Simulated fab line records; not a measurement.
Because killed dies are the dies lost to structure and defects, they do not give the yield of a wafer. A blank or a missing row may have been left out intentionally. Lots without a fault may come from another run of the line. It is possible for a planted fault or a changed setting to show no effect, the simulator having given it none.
Split-lot study + flow n5-finfet + 7 lots, 21 wafers read, on a route of 1938 steps

## THE SPLIT
At N5_BEOL_M13_ILD_DEP_00 (deposits SiOC from DEMS/O2, target thk 837.92 nm, time 166.4 s), the setting time-s was moved away from the recipe's 166.4 s on 9 of the 21 wafers read, by -11.7% to +13.2%. All remaining wafers had this setting at the recipe value.

The file shows no step between the split and the reading.

## THE READING
M13_ILD_THK, in nm, at N5_BEOL_M13_THK_MEAS_01. On this fab line, fault-free wafers typically give 845 nm with a standard deviation of 11 nm.

| wafer  | tool, chamber at the split | time-s as run, s | against the recipe | M13_ILD_THK, nm | against lot-mates on the recipe |
|--------|----------------------------|------------------|--------------------|-----------------|---------------------------------|
| L078.3 | pecvd-04, 2                | 166.4            | recipe             | 834             | -                               |
| L078.4 | pecvd-04, 1                | 166.4            | recipe             | 826             | -                               |
| L078.5 | pecvd-04, 2                | 166.4            | recipe             | 846             | -                               |
| L077.1 | pecvd-03, 0                | 166.4            | recipe             | 840             | -                               |
| L077.5 | pecvd-03, 0                | 188.3            | +13.2%             | 969             | +129                            |
| L077.6 | pecvd-03, 1                | 188.3            | +13.2%             | 980             | +140                            |
| L076.2 | pecvd-03, 0                | 166.4            | recipe             | 825             | -                               |
| L076.5 | pecvd-03, 0                | 179.1            | +7.6%              | 921             | +96                             |
| L076.6 | pecvd-03, 2                | 179.1            | +7.6%              | 916             | +91                             |
| L086.3 | pecvd-02, 1                | 147              | -11.7%             | 756             | -105                            |
| L086.4 | pecvd-02, 0                | 166.4            | recipe             | 861             | -                               |
| L086.6 | pecvd-02, 1                | 147              | -11.7%             | 772             | -89                             |
| L087.3 | pecvd-02, 0                | 166.4            | recipe             | 841             | -                               |
| L087.5 | pecvd-02, 0                | 166.4            | recipe             | 839             | -                               |
| L087.6 | pecvd-02, 1                | 166.4            | recipe             | 851             | -                               |
| L089.2 | pecvd-04, 2                | 158.5            | -4.7%              | 794             | -48                             |
| L089.4 | pecvd-04, 2                | 166.4            | recipe             | 842             | -                               |
| L089.6 | pecvd-04, 1                | 158.5            | -4.7%              | 804             | -38                             |
| L096.2 | pecvd-04, 0                | 173.8            | +4.4%              | 878             | +24                             |
| L096.5 | pecvd-04, 0                | 166.4            | recipe             | 857             | -                               |
| L096.6 | pecvd-04, 2                | 166.4            | recipe             | 852             | -                               |

THE FIT
A straight line over all 21 wafers: M13_ILD_THK changes by +8.72 nm for each +1% of time-s; r = +0.98; the points scatter about the line by 13 nm.
The same after taking each lot's own level away (the mean of its wafers on the recipe; 21 wafers): +9.63 nm for each +1%; r = +0.99; scatter 10 nm.
The reading moves by 1.3e+02 nm for the largest change in time-s, on that fit.
From 825.0 to 861.0 nm: that is the span of the lots' own levels, equal to 3.3 times the standard deviation above.
The two slopes are in agreement: the lot-to-lot level therefore moves the slope only a little.
Check: for one of the wafers moved furthest among these (+13.2%), held out of the fit, the line's prediction against its lot-mates is +130 nm. Against them it came out at +129 nm.

## THE OTHER SPLITS THESE WAFERS WENT THROUGH
These wafers also went through other splits before the reading. Each is held against what the fit with the lots' levels taken away leaves over:
| other split on the same wafers      | wafers away from the commonest value | r with M13_ILD_THK (lot level and that fit taken away) |
|-------------------------------------|--------------------------------------|--------------------------------------------------------|
| N5_BEOL_M10_TRENCH_ETCH_37 source-w | 7                                    | -0.06                                                  |
| N5_BEOL_M12_ETCH_68 time-s          | 8                                    | -0.28                                                  |
| N5_BEOL_M12_SPUTTER_44 time-s       | 9                                    | +0.02                                                  |

## THE WHOLE CHAIN: every reading that the file lists as answering this split, in the file's order
| step                    | what it does                                                   | reading                                                                             | change (the file's fit)              | r (the file's) |
|-------------------------|----------------------------------------------------------------|-------------------------------------------------------------------------------------|--------------------------------------|----------------|
| N5_BEOL_M13_ILD_DEP_00  | deposits SiOC from DEMS/O2, target thk 837.92 nm, time 166.4 s | SiOC_of_BEOL_M13_ILD_DEP_00.thk-nm (the simulator's own value, which no gauge read) | +9.57 nm for each +1% of the setting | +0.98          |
| N5_BEOL_M13_THK_MEAS_01 |                                                                | M13_ILD_THK                                                                         | +9.56 for each +1% of the setting    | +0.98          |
| N5_BEOL_M13_VIA_ETCH_16 | etches SiOC in C4F8/O2/Ar, target depth 921.7 nm               | etch.depth-nm (the simulator's own value, which no gauge read)                      | +9.57 nm for each +1% of the setting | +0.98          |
| N5_BEOL_M13_VIA_ETCH_16 | etches SiOC in C4F8/O2/Ar, target depth 921.7 nm               | coat_of_BEOL_M13_COAT_04.thk-nm (the simulator's own value, which no gauge read)    | -2.72 nm for each +1% of the setting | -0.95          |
| N5_BEOL_M13_STRIP_63    | strips in N2/H2                                                | strip-time-to-endpoint-s                                                            | withheld for each +1% of the setting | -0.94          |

## THE FILE'S OWN FIT
M13_ILD_THK changes by +9.56 nm for each +1% of time-s, r = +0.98.
